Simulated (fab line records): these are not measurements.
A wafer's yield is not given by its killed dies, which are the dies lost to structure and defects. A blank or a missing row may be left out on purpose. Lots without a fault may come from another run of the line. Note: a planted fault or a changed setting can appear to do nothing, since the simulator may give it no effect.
Matching of chambers -- flow n5 finfet -- N5_FIN_SAQP_SPACER2_ALD_28 on ald sin-02: 4 sister chambers
The step deposits SiO2, target thk 8.1 nm, pulse time 1 s, purge time 2 s. 7 wafers are shown with their chamber, then 11 later ones without.

EACH WAFER AND ITS CHAMBER
wafer,chamber,heater power w (W),precursor pulse height rel
L083.1,0,531,0.985
L090.1,3,507,1.001
L090.5,3,510,0.960
L091.3,1,465,1.005
L091.5,1,465,1.009
L091.6,2,492,1.036
L092.3,2,493,1.013

WAFERS WITHOUT THEIR CHAMBER
wafer,heater power w (W),precursor pulse height rel
L092.4,518,1.009
L092.6,529,1.006
L093.1,487,1.005
L093.2,531,1.016
L093.4,467,1.006
L094.1,459,0.977
L094.2,492,0.983
L094.5,505,0.996
L096.2,466,0.992
L096.3,504,0.997
L096.4,521,1.012

WHICH CHAMBER EACH ONE RAN IN
wafer,from the rows above,in truth
L092.4,3,3
L092.6,0,0
L093.1,2,2
L093.2,0,0
L093.4,1,1
L094.1,1,1
L094.2,2,2
L094.5,3,3
L096.2,1,1
L096.3,3,3
L096.4,can't be placed: 0 or 3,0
Correct placement for 10 of the 11. These rows do not allow placing 1 (true chamber among the candidates in 1). Placed wrongly: 0.
How it was worked out, from the rows above alone: a wafer's distance from a chamber is the root of the sum, over the readings, of the square of ((its reading less the chamber's mean) divided by the reading's scatter). If the next closest chamber is less than 2 further off than the closest, the wafer can't be placed; otherwise it belongs to the closest. Each chamber's mean is taken over the wafers shown for it. The scatter: take each reading less its chamber's mean, square it, sum over the shown wafers, divide by the number of wafers less the number of chambers, and take the root.
